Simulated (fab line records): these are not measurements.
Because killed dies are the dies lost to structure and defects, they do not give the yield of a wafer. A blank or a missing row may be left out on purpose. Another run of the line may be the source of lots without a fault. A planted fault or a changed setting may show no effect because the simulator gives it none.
A lot that was struck, set against a sound lot | flow n5-finfet | 35 steps out of a route of 1938
Sound: the wafers L860.1, L860.3, L860.6. Struck: wafer L847.2 (left out: L847.4, L847.5 of the same lot, which were not struck); the cause appears at the end.
For every step that has rows: the tool of each side, followed by ch and its chambers, followed by its first start. Under that, the readings that differ: sound wafers | struck wafers | difference of the means | sigmas: that difference in standard deviations of wafers without a fault.
alike: words and numbers the same on both sides, and readings whose means are apart by under 2 such deviations; not compared: readings that were withheld, readings missing a value for some wafer, numbers with overlapping values and no deviation given by the record, and bounds like >300 which may hide the same value.
Wherever a step has rows on one side only, a row that says differs or no value, or a row with sigmas, the two part there. Non-overlapping numbers with no deviation appear without sigmas and do not part them. A reading that every wafer of one side lacks parts them only if that side has two wafers or more.

first, 9 steps without rows for these wafers: N5_HKMG_FIN_EXPOSE_46 (exposes mask NDIPOLE); N5_HKMG_FIN_PEB_47 (peb time 60 s); N5_HKMG_FIN_DEVELOP_48 (develop time 30 s); N5_HKMG_FIN_DESCUM_53 (chemistry O2, time 7.9 s); N5_HKMG_FIN_ETCH_54 (etches SiARC in CF4, target depth 45.5 nm, time 75.8 s); N5_HKMG_FIN_ETCH_55 (etches SOC in N2/H2, target depth 240 nm, time 300 s); N5_HKMG_FIN_STRIP_56 (strips in N2/H2); N5_HKMG_FIN_STRIP_57 (strips in CF4); N5_HKMG_FIN_ETCH_58 (etches SOC in N2/H2, target depth 215.8 nm, time 741 s).
N5_HKMG_FIN_STRIP_93: strips SOC in N2/H2, time 20 s.
  sound on rie-diel-03 ch 1,2,3, day 9 07:19; struck on rie-diel-03 ch 1, day 6 02:52
  alike: drypump-motor-current-A, oes-product-au, rf-vpp-V, showerhead-plenum-p-Torr, throttle-valve-pct
  not compared: rf-hours-counter-h
then, 21 steps without rows for these wafers: N5_HKMG_FIN_WET_ETCH_76 (etches Al2O3 in dNH4OH, stops on La2O3, target depth 2.25 nm, rinse time 30 s); N5_HKMG_FIN_STRIP_60 (strips in N2/H2, time 360 s); N5_HKMG_FIN_WET_ETCH_77 (etches La2O3 in dHCl, stops on HfO2, target depth 2 nm); N5_HKMG_FIN_WET_ETCH_78 (etches Al2O3 in dNH4OH, stops on La2O3, target depth 4.5 nm, rinse time 30 s); N5_HKMG_FIN_ALD_79 (deposits TiN, target thk 1.5 nm, pulse time 1 s, purge time 3 s); N5_HKMG_FIN_CVD_62 (deposits a-Si from Si2H6, target thk 3 nm, time 20.8 s); N5_HKMG_FIN_RTA_80 (time 2 s); N5_HKMG_FIN_PRECLEAN_64 (cleans in dHF, time 30 s); N5_HKMG_FIN_WET_ETCH_65 (etches a-Si in TMAH, stops on TiN, time 49 s, target depth 3 nm); N5_HKMG_FIN_WET_ETCH_81 (etches TiN in SC1, stops on HfO2, time 57 s, target depth 6 nm); N5_HKMG_FIN_WET_ETCH_82 (etches La2O3 in dHCl, stops on HfO2, target depth 2 nm, rinse time 30 s); N5_HKMG_FIN_ALD_36 (deposits TiN, target thk 1 nm, pulse time 1 s, purge time 3 s); N5_HKMG_FIN_PWFM_ALD_03 (deposits TiN, target thk 2 nm, pulse time 1 s, purge time 3 s); N5_HKMG_FIN_COAT_29 (time 60 s, resist thk 300 nm); N5_HKMG_FIN_COAT_30 (time 60 s, resist thk 35 nm); N5_HKMG_FIN_COAT_06 (resist thk 90 nm); N5_HKMG_FIN_EBR_08; N5_HKMG_FIN_SOFTBAKE_07 (time 60 s); N5_HKMG_FIN_EXPOSE_09 (exposes mask NWFM); N5_HKMG_FIN_PEB_10 (peb time 60 s); N5_HKMG_FIN_DEVELOP_11 (develop time 30 s).
N5_HKMG_FIN_INSPECT_14: inspects for defects (macro).
  sound on defect-inspect-02 at day 9 09:56; struck on defect-inspect-02 at day 6 05:29
  reading          | sound | struck | difference | sigmas
  raw-defect-count | 0 0 3 | >300   | differs    |
then, 1 step without rows for these wafers: N5_HKMG_FIN_DESCUM_17 (chemistry O2, time 7.9 s).
-- record jumps: 5 days separate the struck wafers' starts on either side; left off in module HKMG_FIN, taken up again in module BEOL_M4, whose first shown step is the route's number 1111 --
N5_BEOL_M4_RC_MEAS_101:
  sound on prober-02 ch 0, day 14 21:46; struck on prober-01 ch 0, day 11 00:51
  reading   | sound          | struck | difference | sigmas
  VT_P (mV) | -246 -245 -246 | -252   | -6         | -2
  alike: DIBL_N, DIBL_P, IOFF_N, IOFF_P, ION_N, ION_P, SS_N, SS_P, VT_N
-- here the record skips 4 days between the struck wafers' starts before and after, leaving off in module BEOL_M4 and picking up in module PASSIVATION (first step shown: number 1936 of the route) --
N5_PASSIVATION_PROBE_49:
  sound on prober-01 at day 19 09:13; struck on prober-02 at day 15 11:11
  reading                  | sound          | struck | difference | sigmas
  defect-limited-yield (%) | 89.2 92.1 90.9 | 86.4   | -4.3       | -3
  killed_at_M0_to_M3       | 58 34 37       | 22     | -21        | -2
  killed-at-front-end      | 45 29 40       | 119    | +81        | +8
  killed-dies              | 127 93 107     | 161    | +52        | +3
  killed-on-rim            | 20 20 16       | 26     | +7         | +2
  sort_bin_5_function (%)  | 5.8 4.6 5.3    | 9.0    | +3.8       | +4
  sort-n-pass              | 1053 1087 1073 | 1019   | -52        | -3
  sort-yield-pct (%)       | 89.2 92.1 90.9 | 86.4   | -4.3       | -3
  alike: killed_at_M4_up, killed-at-contacts, killed-at-other, killed-open, killed-short, sort_bin_6_memory

WHERE THEY PART
Earliest at N5_HKMG_FIN_INSPECT_14; latest, in this record, at N5_PASSIVATION_PROBE_49.

WHY: the cause the simulator had injected
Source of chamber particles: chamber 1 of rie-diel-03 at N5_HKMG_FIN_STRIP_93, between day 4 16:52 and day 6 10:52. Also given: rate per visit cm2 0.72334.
